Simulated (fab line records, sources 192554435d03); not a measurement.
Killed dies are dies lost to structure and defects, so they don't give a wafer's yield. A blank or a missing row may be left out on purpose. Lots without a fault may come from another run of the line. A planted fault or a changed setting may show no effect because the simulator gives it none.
Split-lot experiment | flow n5_finfet | 7 lots, 21 wafers read, on a route of 1938 steps

THE SPLIT
At N5_BEOL_M12_SPUTTER_44 (material Ta, target thk 10 nm, time 16.13 s), the setting time_s was moved away from the recipe's 16.13 s on 8 of the 21 wafers read, by -13.1% to +8.6%. The other wafers ran this setting at the recipe's value.

The reading is taken at the split's own step.

THE READING
Ta_of_BEOL_M12_SPUTTER_44.thk_nm (the simulator's own value, which no gauge read), in nm, at N5_BEOL_M12_SPUTTER_44 (material Ta, target thk 10 nm, time 16.13 s). The file gives no usual value for it. The 13 wafers here that ran the recipe average 10.0 nm, standard deviation 0.12 nm.

wafer  | tool, chamber at the split | time_s as run, s | against the recipe | Ta_of_BEOL_M12_SPUTTER_44.thk_nm, nm | against lot-mates on the recipe
L076.1 | pvd_sputter-01, -          | 16.13            | recipe             | 10.2                                 | -
L076.4 | pvd_sputter-01, -          | 16.13            | recipe             | 9.8                                  | -
L076.5 | pvd_sputter-01, -          | 14.02            | -13.1%             | 8.8                                  | -1.2
L077.1 | pvd_sputter-03, -          | 16.13            | recipe             | 10                                   | -
L077.2 | pvd_sputter-03, -          | 16.13            | recipe             | 10                                   | -
L077.4 | pvd_sputter-03, -          | 16.13            | recipe             | 10                                   | -
L079.3 | pvd_sputter-03, -          | 16.13            | recipe             | 10                                   | -
L079.4 | pvd_sputter-03, -          | 15.13            | -6.2%              | 9                                    | -1.0
L079.5 | pvd_sputter-03, -          | 15.13            | -6.2%              | 9.2                                  | -0.8
L089.2 | pvd_sputter-02, -          | 16.13            | recipe             | 10                                   | -
L089.3 | pvd_sputter-02, -          | 16.87            | +4.6%              | 10.2                                 | +0.2
L089.6 | pvd_sputter-02, -          | 16.87            | +4.6%              | 10.4                                 | +0.4
L091.3 | pvd_sputter-03, -          | 16.13            | recipe             | 9.8                                  | -
L091.5 | pvd_sputter-03, -          | 16.13            | recipe             | 10                                   | -
L091.6 | pvd_sputter-03, -          | 16.13            | recipe             | 10                                   | -
L090.1 | pvd_sputter-01, -          | 16.13            | recipe             | 10                                   | -
L090.4 | pvd_sputter-01, -          | 16.13            | recipe             | 10.2                                 | -
L090.5 | pvd_sputter-01, -          | 14.8             | -8.2%              | 9.2                                  | -0.9
L093.1 | pvd_sputter-03, -          | 17.52            | +8.6%              | 10.6                                 | +0.8
L093.3 | pvd_sputter-03, -          | 17.52            | +8.6%              | 10.6                                 | +0.8
L093.2 | pvd_sputter-03, -          | 16.13            | recipe             | 9.8                                  | -

THE FIT
A straight line over all 21 wafers: Ta_of_BEOL_M12_SPUTTER_44.thk_nm changes by +0.0908 nm for each +1% of time_s; r = +0.95; the points scatter about the line by 0.15 nm.
The same after taking each lot's own level away (the mean of its wafers on the recipe; 21 wafers): +0.0996 nm for each +1%; r = +0.97; scatter 0.14 nm.
On that fit, the largest move of time_s shifts the reading by 1.3 nm.
The lots' own levels span 9.80 to 10.10 nm, that is 2.4 times the standard deviation above.
So the lot-to-lot level changes the slope little: the two slopes agree.
Check: with one of the wafers moved furthest among these (-13.1%) left out of the fit, the line predicts -1.44 nm for it against its lot-mates. It came out at -1.2 nm against them.

OTHER SPLITS ON THESE WAFERS
These wafers also went through other splits before the reading. Each is held against what the fit with the lots' levels taken away leaves over:
other split on the same wafers    | wafers away from the commonest value | r with Ta_of_BEOL_M12_SPUTTER_44.thk_nm (lot level and that fit taken away)
N5_BEOL_M8_DESCUM_16 time_s       | 6                                    | +0.04
N5_BEOL_M9_ILD_DEP_00 time_s      | 8                                    | +0.17
N5_BEOL_M10_ILD_DEP_00 time_s     | 11                                   | +0.00
N5_BEOL_M11_PECVD_70 time_s       | 10                                   | -0.43
N5_BEOL_M11_TRENCH_ETCH_37 bias_w | 5                                    | -0.49

THE FILE'S OWN FIT
Ta_of_BEOL_M12_SPUTTER_44.thk_nm changes by +0.0992 nm for each +1% of time_s, r = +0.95.
